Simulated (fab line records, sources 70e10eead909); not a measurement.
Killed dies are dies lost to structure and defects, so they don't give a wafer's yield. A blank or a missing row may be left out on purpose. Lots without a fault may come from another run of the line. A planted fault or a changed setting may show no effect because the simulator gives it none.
fab line records | flow nand_harc
record lots=6 wafers=18 last_day=31
route steps=1302 shown A_M0@1166 A_M1@1169
lots that met no fault: from a run of the same line without faults
start_h: hours from the record's first day to the start of the lot's first wafer shown | wait_h: hours since the lot's step before | " the same as in the row above | L1.1+2: a row that stands for several wafers | - no value, or no start given | * or withheld: withheld | < > ~ a bound
route shown NAME@n: a module of which the file shows steps, and the number in the route of the first | usual: mean/standard deviation of fault-free wafers | same: alike in all rows | chamber/n: place in a boat | sites: the reading at each site | _std_site: their standard deviation | _edge_site: outer sites' mean less inner sites' | radius_mm: how far each site lies from the wafer's centre | mask NAME#n: copy n | behind: the tool/chamber that last shaped the wafer | hold: why the lot was held/for how many hours/how that ended | device: the transistor (n, p or np) that didn't switch | end of line: the same wafers' tests at the end of the route | a step without rows: its recipe alone | killed: dies lost to structure and defects at the first sort, not the wafer's yield | map: a wafer's dies, x killed, . not, _ none there
set.NAME: the setting as run; set.NAME@STEP: as run at that earlier step | model.NAME: the simulator's own value behind a step, which no gauge read
lots at some steps of the route; a table a step, a row a wafer
services: from which hour (start_h, from the record's first day; less than 0 if before it) a tool's chamber was out of use, for how many hours, and why
## steps
# step NHARC_A_M0_INSPECT_27
# usual raw_defect_count=559/150
# columns lot.wafer tool chamber start_h wait_h raw_defect_count
L861.2 defect_inspect-01 - 544.91 0.0 656
L861.3 " - " " 496
L861.4 " - " " 835
L863.3 defect_inspect-01 - 579.56 0.0 368
L863.4 " - " " 403
L863.5 " - " " 403
L872.2 defect_inspect-02 - 669.86 0.0 604
L872.3 " - " " 438
L872.4 " - " " 621
L873.3 defect_inspect-01 - 672.19 0.0 715
L873.4 " - " " 689
L873.5 " - " " 631
L875.3 defect_inspect-02 - 698.16 0.0 572
L875.5 " - " " 651
L875.6 " - " " 672
L876.1 defect_inspect-01 - 713.87 0.0 461
L876.2 " - " " 515
L876.6 " - " " 571
# step NHARC_A_M0_PRE_CLEAN_31
# recipe time_s=12 temp_c=370 rf_power_w=300 gas=NH3
# usual heater_power_w=669/100
# columns lot.wafer tool chamber start_h wait_h heater_power_w since_wet_clean_h
L861.2 pecvd-04 2 544.98 0.1 520 77
L861.3 " 0 " " 691 77
L861.4 " 0 " " 691 -
L863.3 pecvd-01 2 579.66 0.1 716 74
L863.5 " 0 " " 544 -
L863.4 " 1 " " 678 -
L872.3 pecvd-04 2 669.93 0.1 546 21
L872.2 " 0 " " 754 21
L872.4 " 1 " " 781 -
L873.3 pecvd-01 0 672.28 0.1 561 167
L873.5 " 1 " " 730 -
L873.4 " 2 " " 733 -
L875.3 pecvd-04 2 698.25 0.1 597 50
L875.5 " 0 " " 724 -
L875.6 " 2 " " 591 -
L876.1 pecvd-04 1 713.95 0.1 890 65
L876.2 " 2 " " 561 65
L876.6 " 1 " " 892 -
# step NHARC_A_M0_DEP_32
# recipe target_thk_a=300 temp_c=370 target_thk_nm=30 pressure_torr=3 flow_sccm=200 rf_w=450 material=SiCN
# usual heater_power_w=615/95
# columns lot.wafer tool chamber start_h wait_h heater_power_w since_wet_clean_h
L861.2 pecvd-04 2 545.06 0.1 558 77
L861.3 " 0 " " 587 77
L861.4 " 0 " " 598 -
L863.3 pecvd-01 2 579.80 0.1 562 75
L863.5 " 0 " " 485 -
L863.4 " 1 " " 632 -
L872.3 pecvd-04 2 670.01 0.1 553 21
L872.2 " 0 " " 611 21
L872.4 " 1 " " 791 -
L873.3 pecvd-01 0 672.42 0.1 534 167
L873.5 " 1 " " 630 -
L873.4 " 2 " " 597 -
L875.3 pecvd-04 2 698.39 0.1 489 50
L875.5 " 0 " " 684 -
L875.6 " 2 " " 476 -
L876.1 pecvd-04 1 714.06 0.1 843 65
L876.2 " 2 " " 526 65
L876.6 " 1 " " 849 -
# step NHARC_A_M1_DEP_00
# recipe target_thk_a=1825 target_thk_nm=182.5 temp_c=withheld pressure_torr=5 flow_sccm=200 rf_w=600 material=SiOC
# step NHARC_A_M1_DEHYDRATE_01
# recipe temp_c=150 time_s=120
# step NHARC_A_M1_HMDS_02
# recipe time_s=30
# step NHARC_A_M1_COAT_34
# recipe temp_c=200 time_s=65
# step NHARC_A_M1_COAT_03
# recipe spin_rpm=1500 resist_thk_nm=90
# step NHARC_A_M1_SOFTBAKE_04
# recipe temp_c=105 time_s=55
# step NHARC_A_M1_EBR_05
# step NHARC_A_M1_EXPOSE_06
# recipe na=1.35 target_cd_nm=120 dose_mj=75.13 mask_id=A_M1
# step NHARC_A_M1_PEB_07
# recipe peb_temp_c=100 peb_time_s=65
# usual heater_power_total_W=156.6/0.43 plate_temp_C=100.00/0.13 resist_line_temp_C=23.02/0.11
# columns lot.wafer tool chamber start_h wait_h heater_power_total_W plate_temp_C resist_line_temp_C
L861.2 litho_track-06 0 546.22 0.1 157.0 100.00 22.86
L861.3 " 0 " " 157.1 99.96 23.03
L861.4 " 0 " " 156.3 100.03 23.04
L863.3 litho_track-06 0 580.78 0.0 157.1 100.11 22.98
L863.4 " 0 " " 157.0 100.03 22.90
L863.5 " 0 " " 157.2 99.90 22.95
L872.2 litho_track-01 0 671.17 0.1 149.6 96.60 22.79
L872.3 " 0 " " 149.4 96.47 22.85
L872.4 " 0 " " 149.4 96.66 22.83
L873.3 litho_track-01 0 673.49 0.0 149.8 96.71 23.05
L873.4 " 0 " " 148.9 96.80 23.11
L873.5 " 0 " " 149.9 96.68 22.99
L875.3 litho_track-04 0 699.45 0.0 156.9 99.76 23.03
L875.5 " 0 " " 157.1 100.10 22.99
L875.6 " 0 " " 156.2 100.03 23.03
L876.1 litho_track-04 0 715.06 0.1 156.8 99.82 23.16
L876.2 " 0 " " 157.0 100.03 22.85
L876.6 " 0 " " 156.5 99.91 23.08
# step NHARC_A_M1_DEVELOP_08
# recipe develop_time_s=35 dev_temp_c=23
# step NHARC_A_M1_CD_MEAS_09
# recipe target_cd_nm=120 landing_energy_ev=500
# usual cd_nm=120.0/0.51
# columns lot.wafer tool chamber start_h wait_h cd_nm
L861.2 cd_sem-01 0 546.30 - 120.3
L861.3 " 0 " " 120.1
L861.4 " 0 " " 120.0
L863.3 cd_sem-03 0 580.86 - 120.8
L863.4 " 0 " " 120.6
L863.5 " 0 " " 121.2
L872.2 cd_sem-03 0 671.25 - 107.6
L872.3 " 0 " " 106.4
L872.4 " 0 " " 107.2
L873.3 cd_sem-01 0 673.58 - 106.2
L873.4 " 0 " " 107.8
L873.5 " 0 " " 107.6
L875.3 cd_sem-03 0 699.53 - 120.9
L875.5 " 0 " " 120.7
L875.6 " 0 " " 120.9
L876.1 cd_sem-02 0 715.14 - 120.5
L876.2 " 0 " " 120.3
L876.6 " 0 " " 121.0
# step NHARC_A_M1_OVL_MEAS_10
# recipe pitch_nm=240
# usual overlay_x_nm=0.1/0.68 overlay_y_nm=-0.2/0.85
# columns lot.wafer tool chamber start_h wait_h overlay_x_nm overlay_y_nm
L861.2 overlay-02 - 546.39 - 0.3 0.0
L861.3 " - " " 0.8 -0.2
L861.4 " - " " 1.0 0.4
L863.3 overlay-02 - 580.94 - -0.5 -1.9
L863.4 " - " " -0.2 -2.0
L863.5 " - " " 0.4 -1.5
L872.2 overlay-02 - 671.34 - -0.6 -1.0
L872.3 " - " " -0.8 -1.3
L872.4 " - " " -1.4 -1.1
L873.3 overlay-02 - 673.66 - 0.0 -0.6
L873.4 " - " " -0.3 -0.1
L873.5 " - " " 0.0 -0.5
L875.3 overlay-01 - 699.62 - 1.1 0.6
L875.5 " - " " 0.8 -0.1
L875.6 " - " " 0.8 0.6
L876.1 overlay-01 - 715.23 - 0.6 0.2
L876.2 " - " " 0.8 -0.4
L876.6 " - " " 0.4 0.2
# step NHARC_A_M1_INSPECT_11
# usual raw_defect_count=83/43
# columns lot.wafer tool chamber start_h wait_h raw_defect_count
L861.2 defect_inspect-01 - 546.42 0.0 20
L861.3 " - " " 23
L861.4 " - " " 24
L863.3 defect_inspect-01 - 580.98 0.0 33
L863.4 " - " " 25
L863.5 " - " " 14
L872.2 defect_inspect-02 - 671.38 0.0 32
L872.3 " - " " 27
L872.4 " - " " 27
L873.3 defect_inspect-01 - 673.70 0.0 136
L873.4 " - " " 126
L873.5 " - " " 108
L875.3 defect_inspect-02 - 699.66 0.0 104
L875.5 " - " " 106
L875.6 " - " " 96
L876.1 defect_inspect-01 - 715.26 0.0 99
L876.2 " - " " 89
L876.6 " - " " 118
# step NHARC_A_M1_DESCUM_14
# recipe time_s=3 o2_flow_sccm=200 ar_flow_sccm=0 bias_power_w=0 chemistry=O2
# usual drypump_motor_current_A=5.7/0.49 oes_product_au=1.001/0.0079 rf_vpp_V=57.6/0.88 showerhead_plenum_p_Torr=1.90/0.066 throttle_valve_pct=11.312/0.0091
# same mfc_ar_sccm=0
# columns lot.wafer tool chamber start_h wait_h drypump_motor_current_A oes_product_au rf_hours_counter_h rf_vpp_V showerhead_plenum_p_Torr throttle_valve_pct model.A_M1.cd_nm
L861.3 rie_diel-02 0 546.49 0.1 6.3 1.013 3.5 57.1 1.86 11.303 120.3
L861.4 " 1 " " 5.1 0.994 4.1 57.6 2.04 11.330 120.3
L861.2 " 2 " " 5.3 0.998 3.8 57.6 1.89 11.317 120
L863.3 rie_diel-02 3 581.04 0.1 5.8 1.005 0 56.5 1.88 11.291 120.3
L863.4 " 2 " " 5.3 0.999 0 57.1 1.89 11.321 120.9
L863.5 " 0 " " 6.3 0.997 - 56.5 1.86 11.307 121
L872.4 rie_diel-02 2 671.44 0.1 5.2 1.008 2.6 56.2 1.89 11.317 107.3
L872.3 " 3 " " 5.8 1.005 1.7 56.5 1.88 11.324 107
L872.2 " 1 " " 5.1 1.001 2.7 59.7 2.04 11.302 107.1
L873.3 rie_diel-07 2 673.76 0.1 5.0 0.995 1.4 58.4 1.91 11.305 107.1
L873.4 " 1 " " 6.1 0.990 1.7 57.4 1.86 11.317 107.9
L873.5 " 3 " " 5.8 1.000 - 59.5 2.00 11.310 107.7
L875.3 rie_diel-02 0 699.74 0.1 6.3 1.000 3.6 57.7 1.86 11.313 121.4
L875.5 " 1 " " 5.2 1.007 - 59.2 2.04 11.304 120.8
L875.6 " 2 " " 5.2 0.996 - 57.0 1.89 11.321 121.6
L876.1 rie_diel-02 3 715.33 0.1 5.8 1.023 3.1 57.1 1.88 11.308 120.4
L876.2 " 0 " " 6.3 1.005 3.8 57.8 1.86 11.305 120.4
L876.6 " 2 " " 5.2 1.003 - 57.7 1.89 11.318 120.7
# step NHARC_A_M1_ETCH_35
# recipe target_depth_a=400 overetch_a=120 time_s=43.94 ion_energy_ev=200 n2_flow_sccm=150 h2_flow_sccm=150 ar_flow_sccm=0 rf_w=400 bias_w=150 chemistry=N2/H2
# usual drypump_motor_current_A=5.7/0.49 mfc_ar_sccm=0.003/0.0068 oes_product_au=1.001/0.007 rf_vpp_V=430.1/2.2 showerhead_plenum_p_Torr=2.02/0.074 throttle_valve_pct=14.172/0.009
# columns lot.wafer tool chamber start_h wait_h drypump_motor_current_A mfc_ar_sccm oes_product_au rf_hours_counter_h rf_vpp_V showerhead_plenum_p_Torr throttle_valve_pct
L861.4 rie_diel-02 2 546.57 0.1 5.3 0 1.003 3.8 429.7 2.01 14.182
L861.2 " 3 " " 5.8 0 1.015 3.3 429.9 2.00 14.169
L861.3 " 0 " " 6.4 0 1.011 3.5 427.4 1.98 14.167
L863.3 rie_diel-02 2 581.13 0.1 5.3 0 1.021 0.0 429.9 2.01 14.192
L863.4 " 3 " " 5.9 0 1.005 0.0 428.5 2.00 14.187
L863.5 " 2 " " 5.3 0 0.995 - 429.8 2.01 14.173
L872.3 rie_diel-02 3 671.52 0.1 5.8 0 1.005 1.7 429.8 2.00 14.167
L872.4 " 0 " " 6.4 0 1.014 2.5 428.0 1.98 14.180
L872.2 " 1 " " 5.1 0 1.008 2.7 435.2 2.17 14.180
L873.4 rie_diel-07 3 673.85 0.1 5.8 0 0.997 1.0 433.2 2.13 14.173
L873.3 " 0 " " 6.4 0.018 0.998 1.3 427.3 1.92 14.166
L873.5 " 1 " " 6.1 0 1.002 - 428.9 1.98 14.152
L875.3 rie_diel-02 3 699.81 0.1 5.8 0 0.996 2.8 431.2 2.00 14.170
L875.6 " 2 " " 5.3 0 1.004 - 429.0 2.01 14.157
L875.5 " 3 " " 5.8 0 1.003 - 430.3 2.00 14.170
L876.2 rie_diel-02 2 715.41 0.1 5.3 0 0.999 3.7 430.9 2.01 14.169
L876.1 " 1 " " 5.1 0 0.999 4.4 433.2 2.17 14.169
L876.6 " 2 " " 5.3 0 1.001 - 430.6 2.01 14.188
# step NHARC_A_M1_ETCH_15
# recipe target_depth_a=1825 time_s=91.2 c4f8_flow_sccm=withheld ar_flow_sccm=400 rf_w=600 bias_w=300 chemistry=C4F8/Ar
# usual oes_product_au=0.956/0.021 rf_vpp_V=440.4/2.3
# columns lot.wafer tool chamber start_h wait_h oes_product_au rf_hours_counter_h rf_vpp_V
L861.4 rie_diel-02 1 - - 0.968 4.1 444.4
L861.3 " 2 " " 0.972 3.8 439.6
L861.2 " 0 " " 0.959 3.5 439.1
L863.4 rie_diel-02 1 - - 0.999 0.0 444.9
L863.3 " 0 " " 0.965 0.0 439.5
L863.5 " 2 " " 0.989 - 440.0
L872.2 rie_diel-02 1 - - 0.978 2.8 446.2
L872.4 " 3 " " 0.971 1.7 440.6
L872.3 " 0 " " 0.979 2.5 440.4
L873.4 rie_diel-07 2 - - 0.955 1.5 439.1
L873.3 " 1 " " 0.971 1.8 440.1
L873.5 " 2 " " 0.962 - 440.8
L875.3 rie_diel-02 0 - - 0.925 3.6 439.2
L875.6 " 2 " " 0.930 - 439.7
L875.5 " 3 " " 0.934 - 438.6
L876.1 rie_diel-02 0 - - 0.980 3.8 438.1
L876.2 " 1 " " 0.974 4.4 445.2
L876.6 " 0 " " 0.978 - 438.8
# step NHARC_A_M1_CD_MEAS_16
# usual cd_nm=120.0/0.61
# columns lot.wafer tool chamber start_h wait_h cd_nm
L861.2 cd_sem-01 - 546.79 - 119.9
L861.3 " - " " 120.1
L861.4 " - " " 120.2
L863.3 cd_sem-01 - 581.35 - 120.3
L863.4 " - " " 120.8
L863.5 " - " " 120.8
L872.2 cd_sem-03 - 671.75 - 107.2
L872.3 " - " " 107.2
L872.4 " - " " 107.8
L873.3 cd_sem-02 - 674.07 - 107.4
L873.4 " - " " 107.6
L873.5 " - " " 107.2
L875.3 cd_sem-02 - 700.03 - 121.5
L875.5 " - " " 120.5
L875.6 " - " " 121.3
L876.1 cd_sem-02 - 715.65 - 120.6
L876.2 " - " " 120.8
L876.6 " - " " 120.9
# step NHARC_A_M1_STRIP_18
# recipe power_w=1000 n2_flow_sccm=150 h2_flow_sccm=150 ar_flow_sccm=0 bias_w=0 chemistry=N2/H2
# usual drypump_motor_current_A=5.7/0.49 mfc_ar_sccm=0.003/0.0072 oes_product_au=1.001/0.0074 rf_vpp_V=90.6/0.97 showerhead_plenum_p_Torr=2.02/0.073 throttle_valve_pct=14.171/0.0095
# columns lot.wafer tool chamber start_h wait_h drypump_motor_current_A mfc_ar_sccm oes_product_au rf_hours_counter_h rf_vpp_V showerhead_plenum_p_Torr throttle_valve_pct
L861.2 rie_diel-01 2 546.86 0.1 5.2 0 1.013 10.1 89.3 1.94 14.177
L861.4 " 3 " " 6.5 0.019 1.003 9.7 89.2 2.01 14.173
L861.3 " 0 " " 5.5 0 0.993 8.6 89.0 1.96 14.189
L863.3 rie_diel-01 3 581.47 0.1 6.5 0.019 1.001 0.9 90.1 2.01 14.174
L863.4 " 0 " " 5.4 0 0.987 0.9 88.9 1.96 14.171
L863.5 " 2 " " 5.2 0 1.004 - 90.2 1.94 14.162
L872.2 rie_diel-01 1 671.82 0.1 5.8 0 1.016 6.4 92.1 2.10 14.173
L872.3 " 2 " " 5.2 0 1.013 6.1 90.2 1.94 14.174
L872.4 " 3 " " 6.5 0.019 1.005 6.2 89.6 2.01 14.167
L873.4 rie_diel-01 2 674.14 0.1 5.1 0 1.007 6.2 89.8 1.94 14.187
L873.3 " 3 " " 6.5 0.019 1.000 6.3 89.4 2.01 14.175
L873.5 " 3 " " 6.5 0.019 1.007 - 91.7 2.01 14.156
L875.3 rie_diel-07 3 700.12 0.1 5.8 0 0.995 2.3 91.4 2.13 14.167
L875.6 " 2 " " 5.0 0 0.997 - 92.3 2.03 14.176
L875.5 " 3 " " 5.8 0 1.005 - 91.3 2.13 14.177
L876.1 rie_diel-07 0 715.72 0.1 6.3 0.018 0.988 3.8 90.2 1.92 14.189
L876.2 " 1 " " 6.1 0 0.993 4.2 92.4 1.98 14.167
L876.6 " 1 " " 6.1 0 1.006 - 90.5 1.98 14.183
# step NHARC_A_M1_ETCH_28
# recipe target_depth_a=300 over_etch_frac=0.3 time_s=72.99 ion_energy_ev=150 cf4_flow_sccm=50 n2_flow_sccm=100 ar_flow_sccm=150 rf_w=300 bias_w=100 chemistry=CF4/N2
# usual cf4_flow_sccm=50.00/0.15 drypump_motor_current_A=5.7/0.5 mfc_ar_sccm=150.0/0.46 oes_product_au=1.001/0.0074 rf_vpp_V=313.8/1.7 showerhead_plenum_p_Torr=2.60/0.089 throttle_valve_pct=19.792/0.0095
# columns lot.wafer tool chamber start_h wait_h cf4_flow_sccm drypump_motor_current_A mfc_ar_sccm oes_product_au rf_hours_counter_h rf_vpp_V showerhead_plenum_p_Torr throttle_valve_pct model.A_M1.cd_nm
L861.4 rie_diel-01 2 - - 50.01 5.1 150.6 0.999 10.1 312.7 2.51 19.796 120.2
L861.2 " 3 " " 50.02 6.5 149.6 0.995 9.8 315.4 2.59 19.789 120
L861.3 " 0 " " 49.88 5.4 149.9 1.004 8.7 312.5 2.53 19.788 119.7
L863.4 rie_diel-01 2 - - 50.16 5.2 150.0 1.009 1.2 311.3 2.51 19.802 120.8
L863.3 " 3 " " 50.14 6.5 150.1 0.999 0.9 312.9 2.59 19.790 121.1
L863.5 " 1 " " 50.18 5.8 150.2 1.022 - 315.7 2.70 19.783 121.4
L872.2 rie_diel-01 0 - - 49.89 5.4 150.8 1.001 5.7 311.8 2.52 19.782 108
L872.3 " 2 " " 49.95 5.2 150.1 1.014 6.2 311.5 2.51 19.784 107.8
L872.4 " 3 " " 50.13 6.5 149.7 1.002 6.2 312.4 2.59 19.787 108.6
L873.4 rie_diel-01 1 - - 49.72 5.8 149.5 1.006 6.6 314.7 2.70 19.795 107.3
L873.3 " 3 " " 50.06 6.5 150.1 0.993 6.3 311.8 2.59 19.798 107.4
L873.5 " 1 " " 49.90 5.8 149.7 0.998 - 314.8 2.70 19.804 107.7
L875.3 rie_diel-07 3 - - 50.30 5.8 149.6 1.011 2.4 318.2 2.74 19.789 120.7
L875.6 " 3 " " 50.22 5.8 148.6 1.001 - 316.1 2.74 19.788 121.4
L875.5 " 0 " " 50.11 6.4 151.0 0.993 - 311.5 2.49 19.794 120
L876.1 rie_diel-07 2 - - 50.09 5.0 149.9 1.010 3.7 314.6 2.62 19.800 120.6
L876.2 " 0 " " 50.05 6.3 149.5 0.990 3.9 311.4 2.48 19.803 120.3
L876.6 " 2 " " 49.70 5.0 149.8 1.004 - 315.3 2.62 19.804 120.8
# step NHARC_A_M1_STRIP_19
# recipe time_s=600 temp_c=30 chemistry=post_etch_residue_remover
## services
# columns tool chamber start_h hours kind
rie_diel-02 0 525.24 - clean
rie_diel-02 1 525.24 - clean
rie_diel-02 2 525.24 - clean
rie_diel-02 3 525.24 - clean
litho_track-06 - 529.00 7.0 pm
pecvd-01 - 542.55 2.7 repair
rie_diel-02 0 549.74 - clean
rie_diel-02 1 549.74 - clean
litho_track-04 - 553.00 7.0 pm
rie_diel-01 - 557.80 9.0 pm
rie_diel-07 1 564.32 15.5 repair
rie_diel-02 - 570.74 9.0 pm
rie_diel-07 1 614.71 5.5 repair
rie_diel-02 3 620.46 6.7 repair
rie_diel-01 3 624.05 5.0 repair
rie_diel-01 1 625.60 4.1 repair
pecvd-04 - 635.73 13.0 pm
rie_diel-07 - 648.20 9.0 pm
rie_diel-01 0 652.84 15.8 repair
pecvd-01 - 673.18 13.0 pm
litho_track-01 - 680.00 7.0 pm
rie_diel-02 2 687.50 4.1 repair
litho_track-06 - 704.00 7.0 pm
rie_diel-07 3 709.68 1.7 repair
## key
first_sign step=NHARC_A_M1_PEB_07 reading=plate_temp_C direction=down sigmas=27 usual=* struck=*
effect step=NHARC_A_M1_PEB_07 reading=heater_power_total_W direction=down sigmas=17 usual=* struck=*
effect step=NHARC_A_M1_CD_MEAS_09 reading=cd_nm direction=down sigmas=25 usual=120.0 struck=107.1
effect step=NHARC_A_M1_CD_MEAS_16 reading=cd_nm direction=down sigmas=21 usual=120.0 struck=107.4
model_effect step=NHARC_A_M1_DESCUM_14 value=A_M1.cd_nm without=120 struck=107.3
model_effect step=NHARC_A_M1_ETCH_28 value=A_M1.cd_nm without=120.5 struck=107.8
met_at NHARC_A_M1_PEB_07
struck_wafers L872.2,L872.3,L872.4,L873.3,L873.4,L873.5
sort_left_out L872.2,L872.3,L872.4,L873.3,L873.4,L873.5
fault kind=process_parameter_drift tool=litho_track-01 chamber=- onset_h=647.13 steps=NHARC_A_M1_PEB_07 channel=peb_temp_c offset=* shape=step end_h=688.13 acts_in=* stated=*
# sort_left_out: the simulated sort isn't trusted on such a fault, so these wafers' sort isn't shown, and their yield isn't known
